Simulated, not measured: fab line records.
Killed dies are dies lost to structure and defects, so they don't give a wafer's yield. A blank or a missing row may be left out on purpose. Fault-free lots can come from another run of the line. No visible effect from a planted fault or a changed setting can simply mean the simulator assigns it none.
Matching of chambers + flow nand_harc + 4 sister chambers for NHARC_A_CONTACT_DESCUM_74 on rie_diel-09
The step chemistry O2, time 3 s. 16 wafers are shown with their chamber, then 8 later ones without.

## WAFERS WITH THEIR CHAMBER
| wafer  | chamber | showerhead_plenum_p_Torr (Torr) | drypump_motor_current_A (A) | oes_product_au (a.u.) |
|--------|---------|---------------------------------|-----------------------------|-----------------------|
| L074.1 | 1       | 1.92                            | 5.8                         | 0.987                 |
| L074.3 | 0       | 1.95                            | 5.9                         | 0.968                 |
| L074.6 | 2       | 2.04                            | 5.8                         | 0.999                 |
| L085.1 | 0       | 1.94                            | 5.9                         | 0.992                 |
| L085.2 | 1       | 1.91                            | 5.7                         | 0.964                 |
| L085.4 | 3       | 2.00                            | 5.1                         | 1.017                 |
| L087.2 | 1       | 1.91                            | 5.8                         | 0.968                 |
| L087.3 | 0       | 1.94                            | 5.9                         | 1.002                 |
| L087.5 | 3       | 2.00                            | 5.1                         | 1.027                 |
| L089.1 | 1       | 1.91                            | 5.7                         | 0.975                 |
| L089.3 | 0       | 1.94                            | 6.0                         | 1.009                 |
| L089.6 | 3       | 1.99                            | 5.1                         | 1.029                 |
| L088.2 | 1       | 1.91                            | 5.8                         | 0.981                 |
| L088.4 | 3       | 1.99                            | 5.1                         | 1.026                 |
| L088.5 | 3       | 1.99                            | 5.1                         | 1.029                 |
| L093.1 | 0       | 1.94                            | 6.0                         | 1.008                 |

SIGNATURES (means of the wafers above)
| reading                  | chamber 0 | chamber 1 | chamber 2 | chamber 3 | scatter within a chamber |
|--------------------------|-----------|-----------|-----------|-----------|--------------------------|
| showerhead_plenum_p_Torr | 1.9420    | 1.9120    | 2.0400    | 1.9940    | 0.00483                  |
| drypump_motor_current_A  | 5.940     | 5.760     | 5.800     | 5.100     | 0.0447                   |
| oes_product_au           | 0.99580   | 0.97500   | 0.99900   | 1.02560   | 0.0115                   |
Rule: a wafer's distance from a chamber is the root of the sum, over the readings, of the square of ((its reading less the chamber's mean) divided by the reading's scatter). If the next closest chamber is less than 2 further off than the closest, the wafer can't be placed; otherwise it belongs to the closest. The scatter: the root of (the sum of the squares of (reading less its chamber's mean) over the shown wafers, divided by (wafers less chambers)).

## WAFERS WITHOUT THEIR CHAMBER
| wafer  | showerhead_plenum_p_Torr (Torr) | drypump_motor_current_A (A) | oes_product_au (a.u.) |
|--------|---------------------------------|-----------------------------|-----------------------|
| L093.5 | 1.99                            | 5.1                         | 1.023                 |
| L093.6 | 1.94                            | 6.0                         | 0.991                 |
| L095.1 | 1.91                            | 5.7                         | 0.957                 |
| L095.3 | 1.99                            | 5.1                         | 1.034                 |
| L095.4 | 2.03                            | 5.8                         | 0.983                 |
| L097.2 | 1.94                            | 6.0                         | 0.993                 |
| L097.4 | 1.91                            | 5.8                         | 0.975                 |
| L097.5 | 2.03                            | 5.8                         | 0.971                 |

## THE CHAMBER EACH PASSED THROUGH
| wafer  | from the rows above | in truth |
|--------|---------------------|----------|
| L093.5 | 3                   | 3        |
| L093.6 | 0                   | 0        |
| L095.1 | 1                   | 1        |
| L095.3 | 3                   | 3        |
| L095.4 | 2                   | 2        |
| L097.2 | 0                   | 0        |
| L097.4 | 1                   | 1        |
| L097.5 | 2                   | 2        |
8 of 8 placed correctly. Left unplaced by these rows: 0. Wrongly placed: 0.
